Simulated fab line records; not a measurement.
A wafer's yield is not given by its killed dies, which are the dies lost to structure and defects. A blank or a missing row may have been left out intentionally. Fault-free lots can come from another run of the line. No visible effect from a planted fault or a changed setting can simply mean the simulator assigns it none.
Comparing a struck lot with a sound one | flow n5Finfet | 16 out of 1938 route steps
Sound: the wafers L988.1, L988.4, L988.5. Wafers L998.2, L998.4, L998.6 were the ones struck. The cause is given at the end.
At each step with rows: each side's tool, then ch and its chambers, then its first start. Under that, the readings that differ: sound wafers | struck wafers | difference of the means | sigmas: that difference in standard deviations of wafers without a fault.
alike: words and numbers the same on both sides, and readings whose means are apart by under 2 such deviations; not compared: readings that were withheld, readings missing a value for some wafer, numbers with overlapping values and no deviation given by the record, and bounds like >300 which may hide the same value.
Wherever a step has rows on one side only, a row that says differs or no value, or a row with sigmas, the two part there. When numbers do not overlap yet have no deviation, they are printed without sigmas and do not part them. A reading missing from all wafers of one side parts the sides only when that side holds two or more wafers.

N5_FIN_SAQP_INSPECT_18: inspects for defects (brightfield).
  struck on defectInspect-02, day 4 16:02; sound on defectInspect-01, day 2 03:31
  alike: rawDefectCount
N5_FIN_SAQP_DESCUM_21: chemistry O2, time 7.9 s.
  sound on rieDiel-04 ch 1,2,3, day 2 03:33; struck on rieDiel-02 ch 0,1, day 4 16:05
  alike: drypumpMotorCurrentA, oesProductAu, rfFwdPowerW, rfVppV, showerheadPlenumPTorr, throttleValvePct
  not compared: rfHoursCounterH
N5_FIN_SAQP_ETCH_51: etches SiARC in CF4, target depth 45.5 nm, time 75.8 s.
  sound on rieDiel-04 ch 1,2,3, day 2 03:35; struck on rieDiel-02 ch 0,1, day 4 16:07
  alike: drypumpMotorCurrentA, etchRfOnTimeS, oesProductAu, rfFwdPowerW, rfVppV, showerheadPlenumPTorr, throttleValvePct
  not compared: rfHoursCounterH
then, 2 steps without rows for these wafers: N5_FIN_SAQP_ETCH_52 (etches SOC in N2/H2, target depth 100 nm, overetch 20 nm, time 150 s); N5_FIN_SAQP_STRIP_53 (strips in N2/H2).
N5_FIN_SAQP_HM_OPEN_73: chemistry CHF3/O2, target SiO2, stops on a-Si, target depth 12 nm, time 16.8 s.
  sound on rieDiel-04 ch 1,2,3, day 2 03:44; struck on rieDiel-02 ch 0,1, day 4 16:16
  alike: drypumpMotorCurrentA, oesProductAu, rfFwdPowerW, rfVppV, showerheadPlenumPTorr, throttleValvePct
  not compared: rfHoursCounterH
then, 2 steps without rows for these wafers: N5_FIN_SAQP_STRIP_74 (strips in CHF3/O2); N5_FIN_SAQP_MANDREL_ETCH_22 (etches a-Si in HBr/Cl2, stops on SiNx, target depth 60 nm, bt time 10 s, time 30 s).
N5_FIN_SAQP_STRIP_55: strips in N2/H2.
  sound on rieDiel-02 ch 0,3, day 2 04:02; struck on rieDiel-02 ch 0,2,3, day 4 16:31
  alike: drypumpMotorCurrentA, oesProductAu, rfVppV, showerheadPlenumPTorr, throttleValvePct
  not compared: rfHoursCounterH
then, 3 steps without rows for these wafers: N5_FIN_SAQP_STRIP_23 (strips in SPM, time 750 s); N5_FIN_SAQP_SRD_66 (time 30 s); N5_FIN_SAQP_RECESS_75 (chemistry HF/NH3, target SiO2, target depth 14.4 nm, afs cycles 3, sublimation time 60 s).
N5_FIN_SAQP_SPACER1_ALD_24: deposits SiO2, target thk 20.3 nm, pulse time 1 s, purge time 2 s.
  sound on aldSin-02 ch 0,1, day 2 04:44; struck on aldSin-04 ch 0,1,3, day 4 18:00
reading                                          | sound                | struck               | difference | sigmas
susceptorTempC (C)                               | 300.11 300.25 300.00 | 318.61 318.65 318.49 | +18.46     | +99 or more
model.SiO2_of_FIN_SAQP_SPACER1_ALD_24.thkNm (nm) | 20.2 20.2 20.2       | 19.8 20 19.6         | -0.4       | 
  alike: heaterPowerOuterW, heaterPowerW, precursorPulseHeightRel
N5_FIN_SAQP_SPACER1_ETCHBACK_25: etches SiO2 in CHF3/O2, target depth 24.4 nm, time 12.2 s.
  sound on rieDiel-04 ch 0,2, day 2 05:28; struck on rieDiel-06 ch 0,1, day 4 18:43
  alike: drypumpMotorCurrentA, oesProductAu, rfFwdPowerW, rfVppV, showerheadPlenumPTorr, throttleValvePct
  not compared: rfHoursCounterH
N5_FIN_SAQP_MANDREL1_REMOVE_56: chemistry HBr/Cl2/O2, target a-Si, stops on SiNx, bt time 10 s.
  sound on rieSi-03 ch 0,2,3, day 2 05:33; struck on rieSi-02 ch 0,1,2, day 4 18:48
reading                  | sound             | struck            | difference | sigmas
oesProductAu (a.u.)      | 0.964 0.975 0.971 | 1.009 1.039 1.009 | +0.049     | +2
model.FIN_SAQP.cdNm (nm) | 20.4 20.4 20.2    | 19.8 20 19.8      | -0.5       | 
  alike: drypumpMotorCurrentA, rfFwdPowerW, throttleValvePct
  not compared: rfHoursCounterH
N5_FIN_SAQP_CD_MEAS_27 targets a cd of 20 nm.
  sound on cdSem-02 ch 0, day 2 05:40; struck on cdSem-03 ch 0, day 4 18:55
  alike: cdNm

## WHERE THEY PART
Last at N5_FIN_SAQP_MANDREL1_REMOVE_56 as far as this record goes, first at N5_FIN_SAQP_SPACER1_ALD_24. Later steps at which nothing parts them and some readings are alike: N5_FIN_SAQP_CD_MEAS_27.

WHY: whatever the simulator had introduced
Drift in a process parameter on aldSin-04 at N5_FIN_SAQP_SPACER1_ALD_24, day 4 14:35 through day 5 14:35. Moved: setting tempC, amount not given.
